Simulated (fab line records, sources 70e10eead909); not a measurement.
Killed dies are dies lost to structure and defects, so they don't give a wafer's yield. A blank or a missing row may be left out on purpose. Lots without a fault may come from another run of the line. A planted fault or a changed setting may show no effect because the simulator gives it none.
Chamber matching | flow nand_harc | NHARC_P_M2_ETCH_35 on rie_diel-12: 4 sister chambers
The step etches the open film in N2/H2, target depth 40 nm, overetch 12 nm, time 43.94 s. 14 wafers are shown with their chamber, then 7 later ones without.

WAFERS WITH THEIR CHAMBER
wafer  | chamber | showerhead_plenum_p_Torr (Torr) | drypump_motor_current_A (A) | rf_vpp_V (V)
L637.3 | 2       | 1.98                            | 5.7                         | 429.3
L637.4 | 0       | 2.11                            | 6.0                         | 431.3
L637.5 | 0       | 2.11                            | 6.0                         | 433.3
L647.4 | 2       | 1.98                            | 5.7                         | 429.5
L647.5 | 2       | 1.98                            | 5.7                         | 429.4
L647.6 | 3       | 2.15                            | 5.0                         | 434.2
L650.1 | 0       | 2.11                            | 6.0                         | 433.5
L650.4 | 1       | 2.18                            | 6.3                         | 434.1
L650.5 | 2       | 1.97                            | 5.8                         | 429.1
L651.2 | 1       | 2.18                            | 6.3                         | 434.2
L651.4 | 3       | 2.15                            | 5.0                         | 433.2
L651.5 | 0       | 2.11                            | 6.0                         | 432.4
L652.1 | 0       | 2.11                            | 6.0                         | 434.0
L652.5 | 2       | 1.97                            | 5.7                         | 428.0

SIGNATURES (means of the wafers above)
reading                  | chamber 0 | chamber 1 | chamber 2 | chamber 3 | scatter within a chamber
showerhead_plenum_p_Torr | 2.1100    | 2.1800    | 1.9760    | 2.1500    | 0.00346
drypump_motor_current_A  | 6.000     | 6.300     | 5.720     | 5.000     | 0.0283
rf_vpp_V                 | 432.900   | 434.150   | 429.060   | 433.700   | 0.809
Rule: a wafer's distance from a chamber is the root of the sum, over the readings, of the square of ((its reading less the chamber's mean) divided by the reading's scatter). The wafer belongs to the nearest chamber; if the next one is less than 2 further off, it can't be placed. The scatter: the root of (the sum of the squares of (reading less its chamber's mean) over the shown wafers, divided by (wafers less chambers)).

WAFERS WITHOUT THEIR CHAMBER
wafer  | showerhead_plenum_p_Torr (Torr) | drypump_motor_current_A (A) | rf_vpp_V (V)
L652.6 | 2.18                            | 6.3                         | 432.9
L653.1 | 2.11                            | 6.0                         | 433.2
L653.2 | 1.97                            | 5.7                         | 428.0
L653.5 | 2.18                            | 6.3                         | 435.1
L655.1 | 2.15                            | 5.0                         | 434.2
L655.2 | 2.18                            | 6.2                         | 435.0
L655.5 | 2.17                            | 6.3                         | 433.4

WHICH CHAMBER EACH WENT THROUGH
wafer  | from the rows above | in truth
L652.6 | 1                   | 1
L653.1 | 0                   | 0
L653.2 | 2                   | 2
L653.5 | 1                   | 1
L655.1 | 3                   | 3
L655.2 | 1                   | 1
L655.5 | 1                   | 1
Placed correctly: 7 of 7. Can't be placed from these rows: 0. Placed wrongly: 0.
